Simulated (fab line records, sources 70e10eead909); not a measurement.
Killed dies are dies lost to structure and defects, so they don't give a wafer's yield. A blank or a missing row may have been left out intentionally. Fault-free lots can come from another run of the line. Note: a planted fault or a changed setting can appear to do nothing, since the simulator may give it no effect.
A lot that was struck, set against a sound lot -- flow nand harc -- 16 out of 1159 route steps
Sound: these wafers, L499.2, L499.3, L499.5. Wafers L503.4, L503.5, L503.6 were the ones struck. Last of all comes the cause.
Order at every step that has rows: each side's tool, ch and its chambers, its first start. Under that, the readings that differ: sound wafers -- struck wafers -- difference of the means -- sigmas: that difference in standard deviations of wafers without a fault.
alike: same words and numbers on both sides, and readings whose means sit less than 2 such deviations apart. not compared: any withheld reading, any reading some wafer has no value for, any bound like >300 that may hide the same value, and any number with overlapping values for which the record gives no deviation.
A row with sigmas, a row that says differs or no value, or rows on one side alone: a step with any of these is where the two part. Non-overlapping numbers with no deviation appear without sigmas and do not part them. Lack of a reading on every wafer of one side parts them only where that side has two or more wafers.

NHARC_P_M2_PRE_CLEAN_30: time 30 s.
  sound on pvd sputter-01; struck on pvd sputter-03
  alike: heater power w
NHARC_P_M2_PVD_20: deposits TaN, target thk 5 nm, time 8.06 s.
  sound on pvd sputter-01; struck on pvd sputter-03
  alike: substrate temp c, throttle valve pct
NHARC_P_M2_PVD_21: deposits Cu, target thk 30 nm, time 20.49 s.
  sound on pvd sputter-01; struck on pvd sputter-03
  alike: substrate temp c, throttle valve pct
then, 1 step without rows for these wafers: NHARC_P_M2_ECD_22 (material Cu, target thk 400 nm).
NHARC_P_M2_ANNEAL_31: time 90 s.
  sound on rtp anneal-01 ch 0, day 7 02:58; struck on rtp anneal-01 ch 0, day 7 21:17
  alike: wafer_temp_C_max
then, 1 step without rows for these wafers: NHARC_P_M2_CMP_23 (polishes, t overpolish 20 s, target thk 144.3 nm).
NHARC_P_M2_THK_MEAS_24: measures by xrf.
  sound on film metro-02 at day 7 03:36; struck on film metro-02 at day 7 21:49
  alike: thk nm
after that, 1 step had no rows for these wafers: NHARC_P_M2_SRD_25.
NHARC_P_M2_INSPECT_27:
  sound on defect inspect-02 at day 7 03:46; struck on defect inspect-02 at day 7 21:59
reading,sound,struck,difference,sigmas
raw defect count,542 295 611,198 179 174,-299,-2
then, 1 step without rows for these wafers: NHARC_P_M2_PRE_CLEAN_32 (time 12 s).
NHARC_P_M2_DEP_33: deposits SiCN, target thk 30 nm.
  sound on pecvd-04 ch 1,2, day 7 03:57; struck on pecvd-03 ch 0,1,2, day 7 22:19
  alike: heater power w
NHARC_P_BONDPAD_DEP_00: deposits SiCN, target thk 250 nm.
  sound on pecvd-03 ch 0,2, day 7 04:18; struck on pecvd-02 ch 0,1,2, day 7 23:28
  alike: heater power w
then, 1 step without rows for these wafers: NHARC_P_BONDPAD_CMP_32 (polishes SiCN, target thk 200 nm).
NHARC_P_BONDPAD_THK_MEAS_33: measures by ellipsometry.
  sound on film metro-02 at day 7 04:57; struck on film metro-02 at day 8 00:16
reading,sound,struck,difference,sigmas
thk nm (nm),199.8 201.9 198.1,210.9 211.5 207.8,+10.1,+7
after that, 1 step had no rows for these wafers: NHARC_P_BONDPAD_SRD_34.
-- break in the record here, with 13 days between the starts of the struck wafers on either side (left off in module P_BONDPAD, picked up again in module END, where the first step shown is number 1159 on the route) --
NHARC_END_SORT_01:
  only the struck wafers appear in the record here, on prober-02 ch 0 at day 21 10:37; the sound ones have no rows

## WHERE THEY PART
Earliest at NHARC_P_M2_INSPECT_27; latest, in this record, at NHARC_END_SORT_01.

WHY: what the simulator had put in
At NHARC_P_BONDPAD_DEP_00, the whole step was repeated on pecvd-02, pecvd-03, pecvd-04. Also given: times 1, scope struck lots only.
